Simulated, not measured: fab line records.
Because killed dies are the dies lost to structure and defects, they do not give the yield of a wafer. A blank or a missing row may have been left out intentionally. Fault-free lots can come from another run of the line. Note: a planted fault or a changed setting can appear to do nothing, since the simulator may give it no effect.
fab line records    flow n5Finfet
[record] lots = 10  wafers = 27  lastDay = 18
route steps=1938 shown FIN_SAQP@112 BEOL_M4@1111 PASSIVATION@1936
lots with no fault: from the same line, run without faults
startH: start of the lot's first displayed wafer, in hours after the record's first day    waitH: hours elapsed since this lot's preceding step    " the same as in the row above    L1.1+2: a single row standing in for several wafers    - no value, or no start given    * or withheld: withheld    < > ~ a bound
route shown NAME@n: a module of which the file shows steps, and the number in the route of the first    usual: mean and standard deviation over wafers with no fault    same: alike in all rows    chamber/n: place in a boat    sites: readings site by site    _std_site: how widely they spread, as a standard deviation    _edge_site: the outer-site mean with the inner-site mean subtracted    radiusMm: how far each site lies from the wafer's centre    mask NAME#n: copy n    behind: tool/chamber where the wafer was last shaped    hold: cause of the lot's hold/its duration in hours/its outcome    device: the transistor (n, p or np) that didn't switch    end of line: tests run on the same wafers once the route is complete    for a step that has no rows: nothing shown but its recipe    killed: dies that structure and defects cost at the first sort, which is not the same as the wafer's yield    map: dies across one wafer; x = killed, . = not, _ = none there
set.NAME: the run value of the setting; set.NAME@STEP: its run value at that earlier step    model.NAME: the simulator's own value behind a step, which no gauge read
the route's steps for a sample of lots (tables are steps, rows are wafers)
services: the hour from which a tool's chamber was out of use, counted from the record's first day as startH (under 0 if before that day), plus the number of hours and why
[[steps]]
[step N5_FIN_SAQP_OVL_MEAS_17]
[recipe] pointsPerWafer = 44
[usual] FIN_CORE_OVL = 0.1/0.86
lot.wafer  tool        chamber  startH  waitH  FIN_CORE_OVL[nm]
L422.4     overlay-01  0        21.16   0.0    0.7
L422.5     "           0        "       "      0.0
L422.6     "           0        "       "      0.2
L423.2     overlay-01  0        27.14   0.0    0.6
L423.4     "           0        "       "      1.0
L423.6     "           0        "       "      -1.3
L430.3     overlay-01  0        69.83   0.0    0.2
L430.5     "           0        "       "      1.1
L432.3     overlay-01  0        81.71   0.0    -1.1
L432.6     "           0        "       "      -0.5
L433.5     overlay-01  0        87.59   0.0    0.0
L433.6     "           0        "       "      1.5
L440.2     overlay-01  0        129.89  0.0    0.2
L440.5     "           0        "       "      -0.3
L440.6     "           0        "       "      -0.2
L441.1     overlay-01  0        135.29  0.0    -0.5
L441.4     "           0        "       "      0.5
L441.5     "           0        "       "      0.2
L442.1     overlay-01  0        141.79  0.0    -0.6
L442.5     "           0        "       "      -1.9
L442.6     "           0        "       "      -0.7
L443.2     overlay-01  0        147.74  0.0    0.4
L443.3     "           0        "       "      -0.4
L443.5     "           0        "       "      0.9
L444.1     overlay-02  0        153.69  0.0    -0.5
L444.3     "           0        "       "      -0.3
L444.5     "           0        "       "      -0.3
[step N5_FIN_SAQP_INSPECT_18]
[recipe] mode = adi  inspectInstrument = brightfield
[usual] rawDefectCount = 419/110
lot.wafer  tool              chamber  startH  waitH  rawDefectCount
L422.4     defectInspect-01  -        21.18   0.0    385
L422.5     "                 -        "       "      635
L422.6     "                 -        "       "      673
L423.2     defectInspect-02  -        27.16   0.0    549
L423.4     "                 -        "       "      270
L423.6     "                 -        "       "      471
L430.3     defectInspect-01  -        69.85   0.0    335
L430.5     "                 -        "       "      316
L432.3     defectInspect-02  -        81.74   0.0    328
L432.6     "                 -        "       "      318
L433.5     defectInspect-02  -        87.61   0.0    280
L433.6     "                 -        "       "      287
L440.2     defectInspect-02  -        129.92  0.0    343
L440.5     "                 -        "       "      495
L440.6     "                 -        "       "      478
L441.1     defectInspect-02  -        135.32  0.0    429
L441.4     "                 -        "       "      318
L441.5     "                 -        "       "      480
L442.1     defectInspect-02  -        141.81  0.0    291
L442.5     "                 -        "       "      334
L442.6     "                 -        "       "      370
L443.2     defectInspect-02  -        147.77  0.0    419
L443.3     "                 -        "       "      551
L443.5     "                 -        "       "      397
L444.1     defectInspect-02  -        153.71  0.0    418
L444.3     "                 -        "       "      359
L444.5     "                 -        "       "      451
[step N5_FIN_SAQP_MANDREL_ETCH_22]
[recipe] targetDepthA = 600  chemistry = HBr/Cl2  target = a-Si  stopOn = SiNx  btTimeS = 10  overEtchFrac = 0.5  timeS = 30  pressureMtorr = 10  icpW = 800  biasW = 75  HBr_flow_sccm = 150  Cl2_flow_sccm = 80  ends = endPoint
[usual] drypumpMotorCurrentA = 5.7/0.38  oesProductAu = 0.766/0.014  overEtchFrac = 0.5/0  throttleValvePct = 35.4/0.37
lot.wafer  tool      chamber  startH  waitH  drypumpMotorCurrentA  oesProductAu  overEtchFrac  rfHoursCounterH  throttleValvePct
L422.4     rieSi-05  2        21.50   0.0    6.1                   0.782         0.5           89               35.9
L422.5     "         1        "       "      5.6                   0.762         0.5           -                35.3
L422.6     "         2        "       "      6.1                   0.764         0.5           -                36.0
L423.2     rieSi-05  1        27.48   0.0    5.6                   0.760         0.5           123              35.3
L423.4     "         0        "       "      5.6                   0.765         0.5           112              35.7
L423.6     "         2        "       "      6.1                   0.763         0.5           -                36.0
L430.3     rieSi-05  2        70.17   0.0    6.1                   0.776         0.46586       90               35.9
L430.5     "         1        "       "      5.6                   0.770         0.46586       -                35.3
L432.3     rieSi-05  1        82.05   0.0    5.6                   0.763         0.46586       125              35.3
L432.6     "         0        "       "      5.6                   0.761         0.5           -                35.7
L433.5     rieSi-05  0        88.12   0.1    5.7                   0.771         0.46586       -                35.7
L433.6     "         1        "       "      5.5                   0.767         0.5           -                35.3
L440.2     rieSi-02  3        130.32  0.0    5.5                   0.788         0.5           124              35.6
L440.5     "         0        "       "      6.0                   0.781         0.5           -                34.8
L440.6     "         3        "       "      5.5                   0.797         0.5           -                35.6
L441.1     rieSi-02  0        135.66  0.0    5.9                   0.770         0.5           21               34.8
L441.4     "         3        "       "      5.5                   0.784         0.5           -                35.6
L441.5     "         2        "       "      5.5                   0.745         0.5           -                35.0
L442.1     rieSi-02  1        142.13  0.0    6.3                   0.764         0.5           88               35.8
L442.5     "         1        "       "      6.3                   0.774         0.5           -                35.8
L442.6     "         3        "       "      5.4                   0.781         0.5           -                35.6
L443.2     rieSi-02  2        148.16  0.0    5.6                   0.736         0.5           70               35.0
L443.3     "         3        "       "      5.5                   0.767         0.5           124              35.6
L443.5     "         1        "       "      6.3                   0.777         0.5           -                35.8
L444.1     rieSi-02  1        154.37  0.0    6.3                   0.760         0.5           88               35.8
L444.3     "         3        "       "      5.5                   0.783         0.5           124              35.6
L444.5     "         3        "       "      5.5                   0.778         0.5           -                35.6
[step N5_FIN_SAQP_ETCH_57]
[recipe] chemistry = CH3F/O2  target = SiNx  maskMaterial = SiO2  targetDepthA = 325  timeS = 46.4  pressureMtorr = 30  sourceW = 395  biasW = 73  Ar_flow_sccm = 150  CH3F_flow_sccm = 30  O2_flow_sccm = 20  ionEnergyEv = 120  ends = cleared
[usual] O2_flow_sccm = 20.00/0.059  drypumpMotorCurrentA = 5.7/0.43  etchRfOnTimeS = 46.4/1.1  oesProductAu = 0.67/0.078  rfVppV = 296/5.6  showerheadPlenumPTorr = 2.01/0.074  throttleValvePct = 16.29/0.18
lot.wafer  tool        chamber  startH  waitH  O2_flow_sccm  drypumpMotorCurrentA  etchRfOnTimeS  oesProductAu  rfHoursCounterH  rfVppV  showerheadPlenumPTorr  throttleValvePct
L422.4     rieDiel-01  0        23.51   0.1    20.02         4.9                   47.6           0.66          -                302     2.01                   16.37
L422.5     "           2        "       "      20.02         6.4                   47.9           0.58          -                300     1.90                   16.61
L422.6     "           1        "       "      20.05         5.3                   46.6           0.63          -                300     1.97                   16.42
L423.2     rieDiel-02  2        29.36   0.0    20.00         5.9                   46.6           0.62          168              288     1.91                   16.56
L423.4     "           1        "       "      20.04         5.7                   45.4           0.72          79               297     1.95                   16.15
L423.6     "           0        "       "      19.91         5.3                   46.7           0.66          -                292     2.02                   16.18
L430.3     rieDiel-02  0        72.04   0.0    20.03         5.3                   46.4           0.65          147              294     2.01                   16.21
L430.5     "           0        "       "      19.94         5.3                   47.2           0.64          -                293     2.01                   16.23
L432.3     rieDiel-01  0        84.33   0.0    20.00         5.0                   45.9           0.64          161              301     2.00                   16.42
L432.6     "           2        "       "      20.02         6.4                   44.9           0.82          -                305     2.15                   16.15
L433.5     rieDiel-04  0        89.99   0.2    19.99         5.7                   48.1           0.59          -                299     1.88                   16.38
L433.6     "           3        "       "      20.02         5.8                   46.5           0.67          -                296     2.02                   16.21
L440.2     rieDiel-01  1        132.48  0.0    20.00         5.3                   45.8           0.61          228              301     1.96                   16.49
L440.5     "           1        "       "      20.05         5.3                   46.1           0.60          -                301     1.96                   16.51
L440.6     "           0        "       "      20.07         4.9                   47.3           0.63          -                303     2.00                   16.44
L441.1     rieDiel-02  3        137.75  0.0    20.05         5.7                   46.2           0.59          219              298     2.08                   16.28
L441.4     "           2        "       "      20.06         5.9                   47.0           0.60          209              286     1.90                   16.62
L441.5     "           2        "       "      20.00         5.9                   47.4           0.59          -                286     1.90                   16.64
L442.1     rieDiel-04  1        143.98  0.1    19.91         6.4                   47.0           0.60          222              288     2.05                   16.54
L442.5     "           3        "       "      19.93         5.8                   46.2           0.65          -                295     2.01                   16.25
L442.6     "           0        "       "      20.03         5.7                   46.6           0.85          -                305     2.12                   15.96
L443.2     rieDiel-04  0        150.03  0.1    20.11         5.7                   45.5           0.84          5                305     2.12                   15.96
L443.3     "           1        "       "      19.96         6.4                   47.9           0.60          224              286     2.05                   16.53
L443.5     "           3        "       "      20.00         5.8                   46.6           0.65          -                294     2.01                   16.26
L444.1     rieDiel-04  0        156.36  0.1    20.05         5.7                   46.1           0.81          8                303     2.12                   15.97
L444.3     "           2        "       "      19.99         5.8                   46.2           0.72          57               291     1.97                   16.17
L444.5     "           0        "       "      20.00         5.7                   46.1           0.82          -                303     2.12                   15.98
[step N5_BEOL_M4_RC_MEAS_101]
[usual] DIBL_N = 36.7/1.8  DIBL_P = 37.0/2.4  IOFF_N = 0.17/0.036  IOFF_P = 0.22/0.042  ION_N = 673/12  ION_P = 462/8.5  SS_N = 71.7/0.62  SS_P = 73.4/0.65  VT_N = 250/3.7  VT_P = -250/3.7
lot.wafer  tool       chamber  startH  waitH  DIBL_N[mV/V]  DIBL_P[mV/V]  IOFF_N[nA/um]  IOFF_P[nA/um]  ION_N[uA/um]  ION_P[uA/um]  SS_N[mV/dec]  SS_P[mV/dec]  VT_N[mV]  VT_P[mV]
L423.2     prober-02  0        188.56  0.2    38.5          39.0          0.19           0.25           671           461           71.5          73.3          250       -250
L423.4     "          0        "       "      38.2          39.0          0.21           0.24           675           460           71.9          74.6          245       -250
L423.6     "          0        "       "      37.8          37.4          0.19           0.22           667           457           72.0          73.4          250       -249
L422.4     prober-01  0        190.83  0.5    38.0          39.7          0.19           0.24           682           462           72.3          73.6          247       -250
L422.5     "          0        "       "      36.5          37.5          0.16           0.20           676           460           71.0          73.5          250       -252
L422.6     "          0        "       "      37.5          39.1          0.18           0.23           678           458           71.5          74.0          248       -251
L430.3     prober-02  0        233.92  0.3    38.2          38.3          0.18           0.20           672           456           72.0          73.1          248       -255
L430.5     "          0        "       "      37.5          37.9          0.17           0.21           670           451           71.7          73.3          247       -251
L433.5     prober-02  0        237.65  0.6    37.7          38.3          0.19           0.25           701           479           72.2          74.6          247       -247
L433.6     "          0        "       "      37.2          36.4          0.16           0.21           689           470           71.9          73.1          248       -250
L432.3     prober-01  0        239.74  0.3    34.9          35.6          0.12           0.18           649           449           71.2          73.3          256       -251
L432.6     "          0        "       "      35.9          35.9          0.13           0.19           659           455           71.2          73.3          251       -254
L440.2     prober-02  0        287.12  0.2    38.5          35.5          0.19           0.22           677           463           73.4          73.6          249       -246
L440.5     "          0        "       "      36.2          32.7          0.14           0.17           662           453           71.1          72.6          253       -251
L440.6     "          0        "       "      35.7          33.9          0.16           0.20           686           471           71.4          72.8          250       -249
L442.1     prober-01  0        300.55  0.0    35.7          34.9          0.15           0.19           678           461           71.4          73.1          251       -249
L442.5     "          0        "       "      36.7          36.2          0.17           0.22           686           464           71.0          73.8          250       -249
L442.6     "          0        "       "      32.1          30.0          0.10           0.14           662           456           70.7          72.4          256       -255
L441.1     prober-02  0        300.73  0.0    39.0          38.1          0.20           0.21           679           459           72.0          72.6          248       -252
L441.4     "          0        "       "      38.3          37.9          0.18           0.22           678           469           72.0          73.0          247       -251
L441.5     "          0        "       "      39.3          38.2          0.21           0.22           677           456           72.1          73.0          248       -249
L443.2     prober-02  0        302.50  0.2    38.1          36.4          0.17           0.25           687           471           71.4          73.9          247       -248
L443.3     "          0        "       "      39.6          38.4          0.20           0.29           671           462           72.5          73.2          250       -247
L443.5     "          0        "       "      37.0          35.7          0.15           0.23           683           470           70.7          73.3          249       -248
L444.1     prober-02  0        330.73  0.0    37.6          38.4          0.18           0.24           684           467           72.0          72.7          248       -250
L444.3     "          0        "       "      36.9          37.5          0.16           0.22           671           460           71.8          73.1          249       -254
L444.5     "          0        "       "      36.6          37.7          0.16           0.23           676           469           71.8          73.9          249       -251
[step N5_PASSIVATION_PROBE_49]
[usual] defectLimitedYield = 91.1/1.4  killed_at_M0_to_M3 = 32/9.3  killed_at_M4_up = 13/5.8  killedAtContacts = 12/6.3  killedAtFrontEnd = 44/12  killedAtOther = 3.6/2.7  killedDies = 104/17  killedOpen = 69/13  killedShort = 34/6.9  sort_bin_5_function = 5.2/0.98  sort_bin_6_memory = 3.3/0.59  sort_bin_8_speed = 0.01/0.039  sortNPass = 1075/17
[same] grossDies = 1180  killedAtBackSide = 0  sort_bin_4_leakage[%] = 0
lot.wafer  tool       chamber  startH  waitH  defectLimitedYield[%]  killed_at_M0_to_M3  killed_at_M4_up  killedAtContacts  killedAtFrontEnd  killedAtOther  killedDies  killedOpen  killedShort  sort_bin_5_function[%]  sort_bin_6_memory[%]  sort_bin_8_speed[%]  sortNPass
L433.5     prober-02  -        351.48  0.2    92.3                   27                  9                13                38                4              91          56          34           4.7                     2.8                   0                    1089
// killed by level:class
L433.5 MOL_CONTACT_COAG:geometricParticle:open=13 FIN_SAQP:geometricParticle:open=12 FIN_SAQP:geometricParticle:short=9 GATE_CUT:geometricParticle:short=5 BEOL_M1:geometricParticle:short=5 BEOL_M1:geometricParticle:open=4 STARTING-WAFER:geometricParticle:open=4 DUMMY_GATE:geometricParticle:open=3
[[services]]
tool        chamber  startH  hours  kind
rieDiel-04  2        -0.97   -      clean
rieDiel-04  2        -0.97   -      consumableReplace:focusRing
rieDiel-04  2        -0.97   16.4   scheduledDown
rieDiel-04  2        -0.97   16.4   ventCycle
rieSi-05    -        5.39    2.8    pm
rieSi-05    2        15.75   3.4    repair
rieSi-05    2        39.60   1.3    repair
rieDiel-04  1        50.04   6.2    repair
rieDiel-04  3        51.04   30.3   repair
rieDiel-02  0        51.06   16.0   repair
rieDiel-02  3        53.76   2.0    repair
rieSi-02    -        54.41   2.8    pm
rieSi-05    -        66.79   0.1    repair
rieDiel-01  2        69.28   5.1    repair
rieDiel-01  -        76.56   0.6    repair
rieDiel-04  1        107.92  4.6    repair
rieDiel-04  0        112.71  -      clean
rieDiel-04  0        112.71  -      consumableReplace:focusRing
rieDiel-04  0        112.71  -      consumableReplace:showerhead
rieDiel-04  0        112.71  17.8   scheduledDown
rieDiel-04  0        112.71  17.8   ventCycle
rieSi-02    1        130.98  10.1   repair
rieSi-02    2        137.50  10.4   repair
rieSi-02    0        142.00  7.4    repair
[[key]]
[firstSign] step = N5_FIN_SAQP_MANDREL_ETCH_22  reading = overEtchFrac  direction = down  sigmas = 99+  usual = 0.5  struck = 0.46586
effect none on later readings
metAt N5_FIN_SAQP_MANDREL_ETCH_22
struckLots L430,L432,L433
struckWafers L430.3,L430.5,L432.3,L433.5
notActingAt N5_FIN_SAQP_OVL_MEAS_17,N5_FIN_SAQP_INSPECT_18,N5_FIN_SAQP_ETCH_57
onsetBetween 27.48 70.17
[fault] kind = processParameterDrift  tool = rieSi-05  chamber = -  onsetH = 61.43  steps = N5_FIN_SAQP_MANDREL_ETCH_22  channel = overEtchFrac  offset = -0.034137  shape = step  endH = 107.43  scope = struckWafersOnly  actsIn = theseRecipesOnly  stated = 0.5
